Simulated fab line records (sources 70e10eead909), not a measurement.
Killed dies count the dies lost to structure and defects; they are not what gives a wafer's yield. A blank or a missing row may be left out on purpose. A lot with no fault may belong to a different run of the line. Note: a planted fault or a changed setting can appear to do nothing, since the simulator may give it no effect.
A lot that was struck, set against a sound lot -- flow nand-harc -- 24 steps out of a route of 1159
Sound: wafers L225.1, L225.2, L225.3. Struck: wafer L218.6. (L218.3, L218.5 of the same lot were not struck and are left out.) The cause comes at the end.
Order at every step that has rows: each side's tool, ch and its chambers, its first start. Under that, the readings that differ: sound wafers -- struck wafers -- difference of the means -- sigmas: that difference in standard deviations of wafers without a fault.
alike: same words and numbers on both sides, and readings whose means sit less than 2 such deviations apart. not compared: any withheld reading, any reading some wafer has no value for, any bound like >300 that may hide the same value, and any number with overlapping values for which the record gives no deviation.
A row with sigmas, a row that says differs or no value, or rows on one side alone: a step with any of these is where the two part. Non-overlapping numbers with no deviation appear without sigmas and do not part them. Lack of a reading on every wafer of one side parts them only where that side has two or more wafers.

NHARC_P_M0_INSPECT_27:
  sound on defect-inspect-02, day 10 13:20; struck on defect-inspect-01, day 9 08:40
  alike: raw-defect-count
NHARC_P_M0_PRE_CLEAN_31: time 12 s.
  sound on pecvd-02 ch 0,1,2, day 10 13:23; struck on pecvd-01 ch 0, day 9 08:46
  alike: heater-power-w, rf-fwd-power-W
NHARC_P_M0_DEP_32: deposits SiCN, target thk 30 nm.
  sound on pecvd-02 ch 0,1,2, day 10 13:28; struck on pecvd-01 ch 0, day 9 08:53
  alike: heater-power-w, rf-fwd-power-W
then, 8 steps without rows for these wafers: NHARC_P_M1_DEP_00 (deposits SiOC, target thk 182.5 nm); NHARC_P_M1_DEHYDRATE_01 (time 120 s); NHARC_P_M1_HMDS_02 (time 30 s); NHARC_P_M1_COAT_34 (time 65 s); NHARC_P_M1_COAT_03 (resist thk 90 nm); NHARC_P_M1_SOFTBAKE_04 (time 55 s); NHARC_P_M1_EBR_05; NHARC_P_M1_EXPOSE_06 (exposes mask P M1, target cd 130 nm).
NHARC_P_M1_PEB_07: peb time 65 s.
  sound on litho-track-04 ch 0, day 10 14:39; struck on litho-track-01 ch 0, day 9 10:05
then, 1 step without rows for these wafers: NHARC_P_M1_DEVELOP_08 (develop time 35 s).
NHARC_P_M1_CD_MEAS_09: the cd target is 130 nm.
  sound on cd-sem-03 ch 0, day 10 14:44; struck on cd-sem-01 ch 0, day 9 10:10
reading,sound,struck,difference,sigmas
cd-nm (nm),129.1 129.6 128.1,135.2,+6.3,+6
NHARC_P_M1_OVL_MEAS_10: pitch 260 nm.
  sound on overlay-02, day 10 14:49; struck on overlay-02, day 9 10:16
  alike: overlay-x-nm, overlay-y-nm
NHARC_P_M1_INSPECT_11:
  sound on defect-inspect-02, day 10 14:51; struck on defect-inspect-02, day 9 10:17
  alike: raw-defect-count
NHARC_P_M1_DESCUM_14: chemistry O2, time 3 s.
  sound on rie-diel-12 ch 0,1,3, day 10 14:55; struck on rie-diel-12 ch 0, day 9 10:22
reading,sound,struck,difference,sigmas
model.P_M1.cd-nm (nm),128.3 129.3 127.8,133.9,+5.4,
  alike: drypump-motor-current-A, o2-flow-sccm, oes-product-au, rf-vpp-V, showerhead-plenum-p-Torr, throttle-valve-pct
  not compared: rf-hours-counter-h
NHARC_P_M1_ETCH_35: etches the open film in N2/H2, target depth 40 nm, overetch 12 nm, time 43.94 s.
  sound on rie-diel-12 ch 0,1,2, day 10 15:00; struck on rie-diel-02 ch 3, day 9 10:29
reading,sound,struck,difference,sigmas
oes-product-au (a.u.),1.008 1.015 0.997,0.973,-0.034,-3
  alike: drypump-motor-current-A, h2-flow-sccm, rf-fwd-power-W, rf-vpp-V, showerhead-plenum-p-Torr, throttle-valve-pct
  not compared: rf-hours-counter-h
NHARC_P_M1_ETCH_15: etches the open film in C4F8/Ar, target depth 182.5 nm, time 91.2 s.
  sound on rie-diel-12 ch 0,1,3; struck on rie-diel-05 ch 1, day 9 10:38
  alike: oes-product-au, rf-fwd-power-W, rf-vpp-V
  not compared: rf-hours-counter-h
NHARC_P_M1_CD_MEAS_16:
  sound on cd-sem-02, day 10 15:13; struck on cd-sem-03, day 9 10:45
reading,sound,struck,difference,sigmas
cd-nm (nm),127.9 129.5 127.4,134.1,+5.8,+5
NHARC_P_M1_STRIP_18: strips in N2/H2.
  sound on rie-diel-02 ch 1,2,3, day 10 15:17; struck on rie-diel-02 ch 3, day 9 10:56
  alike: drypump-motor-current-A, h2-flow-sccm, oes-product-au, power-w, rf-fwd-power-W, rf-vpp-V, showerhead-plenum-p-Torr, throttle-valve-pct
  not compared: rf-hours-counter-h
NHARC_P_M1_ETCH_28: etches the open film in CF4/N2, target depth 30 nm, time 72.99 s.
  sound on rie-diel-02 ch 1,2,3; struck on rie-diel-02 ch 3, day 9 11:15
reading,sound,struck,difference,sigmas
model.P_M1.cd-nm (nm),128.2 129.2 127.1,133.9,+5.7,
  alike: drypump-motor-current-A, oes-product-au, rf-fwd-power-W, rf-vpp-V, showerhead-plenum-p-Torr, throttle-valve-pct
  not compared: rf-hours-counter-h
then, 1 step without rows for these wafers: NHARC_P_M1_STRIP_19 (strips in post etch residue remover, time 600 s).
-- the record jumps here: 13 days lie between the struck wafers' starts before and after (it left off in module P_M1 and takes up again in module END, whose first step shown is number 1159 of the route) --
NHARC_END_SORT_01:
  sound on prober-01 ch 0, day 24 11:34; struck on prober-02 ch 0, day 22 17:25
reading,sound,struck,difference,sigmas
sort_bin_2_pct (%),1.3 1.3 0.6,2.4,+1.3,+2
  alike: defect-limited-yield, killed-at-array, killed-at-other, killed-at-periphery, killed-dies, killed-open, killed-short, sort_bin_3_pct, sort_bin_4_pct, sort-n-pass, sort-rim-yield-pct, sort-yield-pct

WHERE THEY PART
First at NHARC_P_M1_CD_MEAS_09; last, within this record, at NHARC_END_SORT_01.

WHY: whatever the simulator had introduced
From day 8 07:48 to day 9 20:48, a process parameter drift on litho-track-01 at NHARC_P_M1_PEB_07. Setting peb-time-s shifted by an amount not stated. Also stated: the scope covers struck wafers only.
